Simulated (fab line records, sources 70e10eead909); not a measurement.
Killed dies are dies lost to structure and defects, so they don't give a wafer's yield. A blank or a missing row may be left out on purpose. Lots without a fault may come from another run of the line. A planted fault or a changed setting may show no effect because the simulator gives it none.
fab line records | flow nand_harc
record lots=6 wafers=18 last_day=25
route steps=1159 shown A_SLIT@803 A_SIN_REMOVE@804 A_WL_FILL@809 END@1159
lots that met no fault: from a run of the same line without faults
start_h: hours from the record's first day to the start of the lot's first wafer shown | wait_h: hours since the lot's step before | " the same as in the row above | L1.1+2: a row that stands for several wafers | - no value, or no start given | * or withheld: withheld | < > ~ a bound
route shown NAME@n: a module of which the file shows steps, and the number in the route of the first | usual: mean/standard deviation of fault-free wafers | same: alike in all rows | chamber/n: place in a boat | sites: the reading at each site | _std_site: their standard deviation | _edge_site: outer sites' mean less inner sites' | radius_mm: how far each site lies from the wafer's centre | mask NAME#n: copy n | behind: the tool/chamber that last shaped the wafer | hold: why the lot was held/for how many hours/how that ended | device: the transistor (n, p or np) that didn't switch | end of line: the same wafers' tests at the end of the route | a step without rows: its recipe alone | killed: dies lost to structure and defects at the first sort, not the wafer's yield | map: a wafer's dies, x killed, . not, _ none there
set.NAME: the setting as run; set.NAME@STEP: as run at that earlier step | model.NAME: the simulator's own value behind a step, which no gauge read
lots at some steps of the route; a table a step, a row a wafer
services: from which hour (start_h, from the record's first day; less than 0 if before it) a tool's chamber was out of use, for how many hours, and why
## steps
# step NHARC_A_SLIT_CD_MEAS_21
# usual cd_nm=289.5/1.2
# columns lot.wafer tool chamber start_h wait_h cd_nm
L349.1 cd_sem-01 - 345.76 - 287.8
L349.3 " - " " 290.3
L349.4 " - " " 289.4
L348.2 cd_sem-01 - 345.95 - 291.2
L348.3 " - " " 290.3
L348.6 " - " " 290.7
L355.1 cd_sem-03 - 412.10 0.1 289.4
L355.2 " - " " 290.6
L355.5 " - " " 289.9
L356.1 cd_sem-03 - 413.25 - 290.5
L356.5 " - " " 291.7
L356.6 " - " " 289.6
L359.2 cd_sem-03 - 440.01 - 290.9
L359.5 " - " " 290.2
L359.6 " - " " 289.3
L364.1 cd_sem-02 - 449.23 - 290.0
L364.3 " - " " 290.2
L364.5 " - " " 290.6
# step NHARC_A_SIN_REMOVE_WET_00
# recipe temp_c=160 time_s=15300 chemistry=H3PO4
# step NHARC_A_SIN_REMOVE_PRECLEAN_01
# recipe time_s=* temp_c=50 bath_age_min=0 chemistry=SC1
# step NHARC_A_SIN_REMOVE_SRD_02
# step NHARC_A_SIN_REMOVE_INSPECT_04
# usual raw_defect_count=325/83
# columns lot.wafer tool chamber start_h wait_h raw_defect_count
L349.1 defect_inspect-02 - 353.53 0.0 271
L349.3 " - " " 271
L349.4 " - " " 279
L348.2 defect_inspect-01 - 353.53 0.0 289
L348.3 " - " " 300
L348.6 " - " " 336
L355.1 defect_inspect-02 - 418.35 0.0 276
L355.2 " - " " 344
L355.5 " - " " 318
L356.1 defect_inspect-01 - 418.36 0.0 366
L356.5 " - " " 558
L356.6 " - " " 288
L359.2 defect_inspect-02 - 447.72 0.0 560
L359.5 " - " " 402
L359.6 " - " " 436
L364.1 defect_inspect-01 - 455.30 0.0 291
L364.3 " - " " 271
L364.5 " - " " 306
# step NHARC_A_WL_FILL_ALD_00
# recipe target_thk_a=30 pulse_time_s=3 ald_cycles=30 temp_c=300 material=Al2O3
# usual heater_power_w=469/55 precursor_pulse_height_rel=0.999/0.019
# columns lot.wafer tool chamber start_h wait_h heater_power_w precursor_pulse_height_rel
L348.3 ald_hk-02 0 353.65 0.1 436 1.011
L348.2 " 1 " " 510 1.004
L348.6 " 2 " " 431 0.992
L349.1 ald_hk-01 0 353.65 0.1 528 1.019
L349.3 " 1 " " 371 0.972
L349.4 " 2 " " 434 1.002
L355.1 ald_hk-01 1 418.47 0.1 385 1.023
L355.2 " 3 " " 448 1.016
L355.5 " 1 " " 384 0.994
L356.1 ald_hk-03 0 418.58 0.2 579 0.982
L356.5 " 0 " " 576 0.989
L356.6 " 1 " " 447 1.001
L359.2 ald_hk-02 1 447.83 0.1 517 0.998
L359.5 " 3 " " 505 0.993
L359.6 " 0 " " 431 0.979
L364.3 ald_hk-01 0 455.43 0.1 515 1.000
L364.1 " 1 " " 389 0.970
L364.5 " 2 " " 429 1.029
# step NHARC_A_WL_FILL_RTA_01
# recipe temp_c=1000 time_s=5
# usual anneal_temp_c_max=1006.4/2.1 lamp_power_pct=31.7/1.4 wafer_temp_C_max=1004.8/1.4
# columns lot.wafer tool chamber start_h wait_h anneal_temp_c_max lamp_power_pct wafer_temp_C_max
L348.2 rtp_anneal-01 0 353.89 - 1005.3 33.1 1005.3
L348.3 " 0 " " 1006.8 33.0 1004.8
L348.6 " 0 " " 1004.2 33.1 1005.2
L349.1 rtp_anneal-02 0 354.15 0.4 1007.1 30.4 1003.8
L349.3 " 0 " " 1006.9 30.4 1005.3
L349.4 " 0 " " 1006.8 30.3 1003.3
L355.1 rtp_anneal-02 0 418.74 - 1009.0 30.3 1005.3
L355.2 " 0 " " 1008.0 30.3 1003.4
L355.5 " 0 " " 1007.1 30.4 1004.0
L356.1 rtp_anneal-02 0 418.91 - 1007.4 30.3 1003.5
L356.5 " 0 " " 1007.3 30.3 1003.5
L356.6 " 0 " " 1008.8 30.3 1002.3
L359.2 rtp_anneal-02 0 448.07 - 1009.7 30.3 1004.6
L359.5 " 0 " " 1007.3 30.3 1004.1
L359.6 " 0 " " 1008.0 30.3 1004.5
L364.1 rtp_anneal-02 0 455.73 - 1007.9 30.3 1002.1
L364.3 " 0 " " 1010.1 30.3 1003.2
L364.5 " 0 " " 1007.4 30.4 1003.1
# step NHARC_A_WL_FILL_ALD_02
# recipe target_thk_a=20 pulse_time_s=3 ald_cycles=100 temp_c=450 material=TiN
# usual heater_power_w=1137/130 precursor_pulse_height_rel=1.000/0.021
# columns lot.wafer tool chamber start_h wait_h heater_power_w precursor_pulse_height_rel
L348.3 ald_metal-01 2 354.08 0.1 1182 0.983
L348.2 " 0 " " 974 1.003
L348.6 " 3 " " 1144 0.980
L349.3 ald_metal-04 1 354.36 0.1 1238 1.013
L349.1 " 3 " " 1216 1.004
L349.4 " 1 " " 1243 0.969
L355.2 ald_metal-03 2 418.96 0.2 1048 0.963
L355.1 " 3 " " 1130 1.019
L355.5 " 2 " " 1056 1.060
L356.1 ald_metal-01 0 419.16 0.2 991 0.983
L356.6 " 3 " " 1205 1.016
L356.5 " 0 " " 954 0.994
L359.2 ald_metal-03 0 448.29 0.2 1209 0.945
L359.5 " 3 " " 1158 0.974
L359.6 " 0 " " 1203 0.991
L364.1 ald_metal-01 3 455.99 0.2 1218 1.001
L364.3 " 1 " " 883 0.979
L364.5 " 2 " " 1197 1.059
# step NHARC_A_WL_FILL_CVD_03
# recipe target_thk_a=400 temp_c=300 pressure_torr=40 wf6_flow_sccm=40 h2_flow_sccm=1600 ar_flow_sccm=1560 time_s=3302 material=W
# step NHARC_A_WL_FILL_ETCHBACK_04
# recipe target_depth_a=600 time_s=120 chemistry=NF3
# usual drypump_motor_current_A=6.08/0.23 oes_product_au=0.997/0.011 run_length_s=141.2/0.58
# columns lot.wafer tool chamber start_h wait_h drypump_motor_current_A oes_product_au rf_hours_counter_h run_length_s
L348.2 rie_metal-03 0 359.09 2.4 6.29 1.018 2.0 140.9
L348.3 " 1 " " 6.50 0.982 - 140.8
L348.6 " 1 " " 6.51 1.000 - 141.2
L349.1 rie_metal-02 0 361.96 2.9 6.24 1.007 4.5 140.4
L349.3 " 1 " " 5.85 0.999 - 141.5
L349.4 " 0 " " 6.26 1.004 - 140.6
L355.1 rie_metal-02 0 424.52 2.9 6.24 0.994 0.8 140.1
L355.2 " 1 " " 5.85 0.993 0.8 141.1
L355.5 " 1 " " 5.84 0.988 - 141.2
L356.1 rie_metal-02 0 427.42 2.9 6.24 0.998 1.0 140.1
L356.6 " 1 " " 5.89 0.981 - 141.3
L356.5 " 0 " " 6.26 1.001 - 140.2
L359.2 rie_metal-01 1 454.83 2.5 5.84 0.978 - 141.6
L359.5 " 1 " " 5.79 0.979 - 141.9
L359.6 " 1 " " 5.81 0.986 - 141.6
L364.1 rie_metal-01 0 461.03 2.4 5.97 1.012 3.1 142.0
L364.3 " 1 " " 5.86 0.984 - 142.2
L364.5 " 1 " " 5.87 0.983 - 142.1
# step NHARC_A_WL_FILL_ETCHBACK_05
# recipe target_depth_a=220 time_s=60 temp_c=40 chemistry=Cl2/BCl3
# usual drypump_motor_current_A=6.08/0.23 oes_product_au=0.997/0.0091 run_length_s=81.2/0.63
# columns lot.wafer tool chamber start_h wait_h drypump_motor_current_A oes_product_au rf_hours_counter_h run_length_s
L348.2 rie_metal-03 0 359.35 0.2 6.25 0.998 2.2 81.2
L348.3 " 1 " " 6.52 0.986 - 80.8
L348.6 " 0 " " 6.26 0.999 - 81.2
L349.1 rie_metal-02 0 362.18 0.2 6.25 0.998 4.7 80.3
L349.3 " 1 " " 5.89 0.996 - 81.3
L349.4 " 0 " " 6.26 1.007 - 80.6
L355.2 rie_metal-02 0 424.76 0.2 6.23 0.993 0.9 59.7
L355.1 " 1 " " 5.84 1.008 0.9 81.1
L355.5 " 1 " " 5.86 0.992 - 81.9
L356.1 rie_metal-02 1 427.63 0.2 5.88 1.003 1.1 81.5
L356.6 " 1 " " 5.89 0.998 - 81.1
L356.5 " 0 " " 6.25 1.004 - 60.3
L359.2 rie_metal-01 1 455.22 0.3 5.83 0.991 - 82.2
L359.5 " 1 " " 5.85 0.976 - 81.9
L359.6 " 1 " " 5.82 0.986 - 81.5
L364.1 rie_metal-01 1 461.26 0.2 5.86 0.980 4.1 82.0
L364.3 " 1 " " 5.90 0.991 - 81.5
L364.5 " 0 " " 6.01 1.016 - 82.0
# step NHARC_A_WL_FILL_STRIP_27
# recipe power_w=1500 temp_c=250 time_s=20 chemistry=N2/H2
# usual drypump_motor_current_A=5.7/0.44 heater_power_w=316/45
# columns lot.wafer tool chamber start_h wait_h drypump_motor_current_A heater_power_w rf_hours_counter_h
L348.2 plasma_asher-02 1 359.50 0.1 5.4 334 58
L348.3 " 0 " " 6.3 384 -
L348.6 " 0 " " 6.4 379 -
L349.1 plasma_asher-01 0 362.59 0.4 5.6 242 25
L349.4 " 0 " " 5.7 246 -
L349.3 " 1 " " 5.3 284 -
L355.1 plasma_asher-01 0 424.90 0.1 5.6 241 49
L355.2 " 1 " " 5.3 290 49
L355.5 " 1 " " 5.3 286 -
L356.1 plasma_asher-02 1 427.80 0.1 5.4 303 19
L356.5 " 0 " " 6.4 361 -
L356.6 " 1 " " 5.4 311 -
L359.2 plasma_asher-02 1 455.64 0.4 5.4 306 30
L359.5 " 0 " " 6.4 372 -
L359.6 " 1 " " 5.4 302 -
L364.1 plasma_asher-02 1 461.79 0.5 5.4 310 32
L364.3 " 0 " " 6.4 377 -
L364.5 " 0 " " 6.4 370 -
# step NHARC_END_SORT_01
# recipe temp_c=25
# usual killed_at_array=28/11 killed_at_other=0.7/0.88 killed_at_periphery=3.1/2.2 killed_dies=31/12 killed_open=3.3/2 killed_short=2.0/1.6
# same gross_dies=677
# columns lot.wafer tool chamber start_h wait_h killed_at_array killed_at_other killed_at_periphery killed_dies killed_open killed_short
L348.2 prober-01 0 467.70 2.8 17 0 5 22 1 1
L348.3 prober-01 0 468.49 3.1 17 1 2 20 3 3
L348.6 prober-01 0 470.85 3.9 14 3 3 20 1 0
L349.1 prober-01 0 474.66 2.5 19 0 5 24 2 3
L349.3 prober-01 0 476.28 3.1 19 0 2 21 1 0
L349.4 prober-01 0 477.10 3.4 17 0 4 21 5 0
# killed by level:class
L348.2 A_SLIT:chamber_film_flake=11 P_GATE:chamber_film_flake=4 A_CHANNEL_HOLE_D1:chamber_film_flake=3 A_WL_FILL:geometric_particle:short=1 A_WL_FILL:geometric_particle:open=1 P_STI:chamber_film_flake=1 A_STAIRCASE:chamber_film_flake=1
L348.3 A_SLIT:chamber_film_flake=10 A_SGD_CUT:geometric_particle:short=2 A_CHANNEL_HOLE_D1:geometric_particle:open=1 A_CHANNEL_FILL_D1:geometric_particle:open=1 A_WL_FILL:geometric_particle:short=1 A_BLC:geometric_particle:open=1 P_STI:chamber_film_flake=1 P_GATE:chamber_film_flake=1
L348.6 A_SLIT:chamber_film_flake=6 A_STAIRCASE:chamber_film_flake=3 THIN_TSV:chamber_film_flake=3 A_BLC:chamber_film_flake=2 P_CONTACT:geometric_particle:open=1 P_STI:chamber_film_flake=1 P_GATE:chamber_film_flake=1 A_CHANNEL_HOLE_D1:chamber_film_flake=1
L349.1 A_CHANNEL_HOLE_D1:chamber_film_flake=9 A_STAIRCASE:chamber_film_flake=3 A_CONTACT:chamber_film_flake=3 P_M1:geometric_particle:short=1 P_M2:geometric_particle:open=1 A_CHANNEL_FILL_D1:geometric_particle:open=1 A_CHANNEL_FILL_D1:geometric_particle:short=1 A_WL_FILL:geometric_particle:short=1
L349.3 A_CHANNEL_HOLE_D1:chamber_film_flake=15 A_STAIRCASE:chamber_film_flake=3 P_M0:geometric_particle:open=1 P_GATE:chamber_film_flake=1 A_CONTACT:chamber_film_flake=1
L349.4 A_CHANNEL_HOLE_D1:chamber_film_flake=11 A_CONTACT:chamber_film_flake=2 P_M1:geometric_particle:open=1 P_M2:geometric_particle:open=1 A_SOURCE_PLATE:geometric_particle:open=1 A_ONON_D1:geometric_particle:open=1 A_SGD_CUT:geometric_particle:open=1 P_STI:chamber_film_flake=1
## services
# columns tool chamber start_h hours kind
rie_metal-01 - 332.00 9.0 pm
ald_metal-04 2 343.04 16.6 repair
ald_metal-01 2 359.99 1.8 repair
plasma_asher-02 - 360.00 9.0 pm
rie_metal-03 1 373.84 18.6 repair
ald_metal-04 - 374.14 1.5 repair
ald_metal-04 - 387.57 6.2 repair
rie_metal-02 - 388.00 9.0 pm
rie_metal-02 0 388.00 9.0 vent_cycle
rie_metal-02 1 388.00 9.0 vent_cycle
plasma_asher-02 - 390.89 1.3 repair
ald_metal-01 3 394.95 22.3 repair
rie_metal-02 0 397.00 - clean
ald_metal-04 - 406.00 10.0 pm
ald_hk-01 - 406.83 10.0 pm
ald_metal-03 0 421.64 4.9 repair
ald_metal-01 - 428.66 0.7 repair
ald_metal-03 - 435.17 1.0 repair
ald_metal-04 3 440.69 9.7 repair
rie_metal-03 - 453.00 9.0 pm
plasma_asher-01 - 453.25 9.0 pm
rie_metal-01 0 453.27 5.8 repair
ald_metal-01 - 458.00 10.0 pm
ald_hk-02 - 458.25 10.0 pm
## key
first_sign step=NHARC_A_WL_FILL_ETCHBACK_05 reading=run_length_s direction=down sigmas=34 usual=* struck=*
effect none on later readings
met_at NHARC_A_WL_FILL_ETCHBACK_05
struck_wafers L355.2,L356.5
tester_left_out L355,L356
onset_between 362.18 424.76
fault kind=process_parameter_drift tool=rie_metal-02 chamber=0 onset_h=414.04 steps=NHARC_A_WL_FILL_ETCHBACK_05 channel=time_s offset=* shape=step end_h=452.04 acts_in=* stated=*
# tester_left_out: of these lots the tester's yield and bins aren't shown, on N5 and GAA mostly nor the transistor test; their killed dies are dies lost to structure and defects alone, not to doping, threshold or leakage, so they don't give the yield
